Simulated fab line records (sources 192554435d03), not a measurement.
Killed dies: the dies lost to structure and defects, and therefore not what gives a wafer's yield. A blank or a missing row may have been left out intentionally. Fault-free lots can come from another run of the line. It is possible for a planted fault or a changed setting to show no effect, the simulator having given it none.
Comparing a struck lot with a sound one	flow n5_finfet	14 out of 1938 route steps
Sound: these wafers, L470.3, L470.4, L470.6. Struck: wafer L484.4. (L484.5, L484.6 of the same lot were not struck and are left out.) The cause comes at the end.
Order at every step that has rows: each side's tool, ch and its chambers, its first start. Under that, the readings that differ: sound wafers	struck wafers	difference of the means	sigmas: that difference in standard deviations of wafers without a fault.
alike: same words and numbers on both sides, and readings whose means sit less than 2 such deviations apart. not compared: any withheld reading, any reading some wafer has no value for, any bound like >300 that may hide the same value, and any number with overlapping values for which the record gives no deviation.
Wherever a step has rows on one side only, a row that says differs or no value, or a row with sigmas, the two part there. Numbers that don't overlap but have no deviation are shown without sigmas and don't part them. A reading that every wafer of one side lacks parts them only if that side has two wafers or more.

first, 6 steps without rows for these wafers: N5_BEOL_M7_COAT_22 (resist thk 30 nm); N5_BEOL_M7_EBR_24; N5_BEOL_M7_SOFTBAKE_23 (time 60 s); N5_BEOL_M7_EXPOSE_25 (exposes mask V6, target cd 40 nm); N5_BEOL_M7_PEB_26 (peb time 60 s); N5_BEOL_M7_DEVELOP_27 (develop time 30 s).
N5_BEOL_M7_CD_MEAS_28: target cd 40 nm.
  sound on cd_sem-03 ch 0, day 9 08:43; struck on cd_sem-01 ch 0, day 13 08:23
  alike: cd_nm
N5_BEOL_M7_OVL_MEAS_29:
  sound on overlay-02 ch 0, day 9 08:46; struck on overlay-02 ch 0, day 13 08:25
  alike: V6_OVL
N5_BEOL_M7_INSPECT_30: inspects for defects (brightfield).
  sound on defect_inspect-01 at day 9 08:48; struck on defect_inspect-02 at day 13 08:28
  alike: raw_defect_count
N5_BEOL_M7_DESCUM_33: chemistry O2, time 7 s.
  sound on rie_diel-05 ch 0,1,2, day 9 08:50; struck on rie_diel-05 ch 2, day 13 08:37
  alike: drypump_motor_current_A, oes_product_au, rf_fwd_power_W, rf_vpp_V, showerhead_plenum_p_Torr, throttle_valve_pct
  not compared: rf_hours_counter_h
N5_BEOL_M7_ETCH_72: etches underlayer in N2/H2, target depth 6.5 nm, time 5.2 s.
  sound on rie_diel-05 ch 0,1,2, day 9 08:52; struck on rie_diel-05 ch 2, day 13 08:38
  alike: bias_w, drypump_motor_current_A, etch_rf_on_time_s, oes_product_au, rf_fwd_power_W, rf_vpp_V, showerhead_plenum_p_Torr, throttle_valve_pct
  not compared: rf_hours_counter_h
N5_BEOL_M7_ETCH_65: etches SiARC in CF4, target depth 15.6 nm, time 26 s.
  sound on rie_diel-05 ch 0,1,2, day 9 08:53; struck on rie_diel-05 ch 2, day 13 08:39
  alike: bias_w, drypump_motor_current_A, etch_rf_on_time_s, oes_product_au, rf_fwd_power_W, rf_vpp_V, showerhead_plenum_p_Torr, throttle_valve_pct
  not compared: rf_hours_counter_h
N5_BEOL_M7_ETCH_66: etches SOC in N2/H2, target depth 80 nm, overetch 16 nm, time 120 s.
  sound on rie_diel-05 ch 0,1,2, day 9 08:55; struck on rie_diel-05 ch 2, day 13 08:43
reading	sound	struck	difference	sigmas
bias_w (W)	149.9 150.1 150.0	190.7	+40.7	+88
rf_vpp_V (V)	525.6 527.4 519.7	612.3	+88.1	+30
model.SiARC_of_BEOL_M7_COAT_64.thk_nm (nm)	6.6 6 6.4	5.2	-1.1	
  alike: drypump_motor_current_A, oes_product_au, rf_fwd_power_W, showerhead_plenum_p_Torr, throttle_valve_pct
  not compared: rf_hours_counter_h
then, 1 step without rows for these wafers: N5_BEOL_M7_STRIP_69 (strips in N2/H2).

WHERE THEY PART
At N5_BEOL_M7_ETCH_66 and nowhere else, as far as this record goes.

WHY: what had been put in by the simulator
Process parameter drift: rie_diel-05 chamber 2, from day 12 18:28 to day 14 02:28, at N5_BEOL_M7_ETCH_66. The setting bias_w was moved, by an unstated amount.
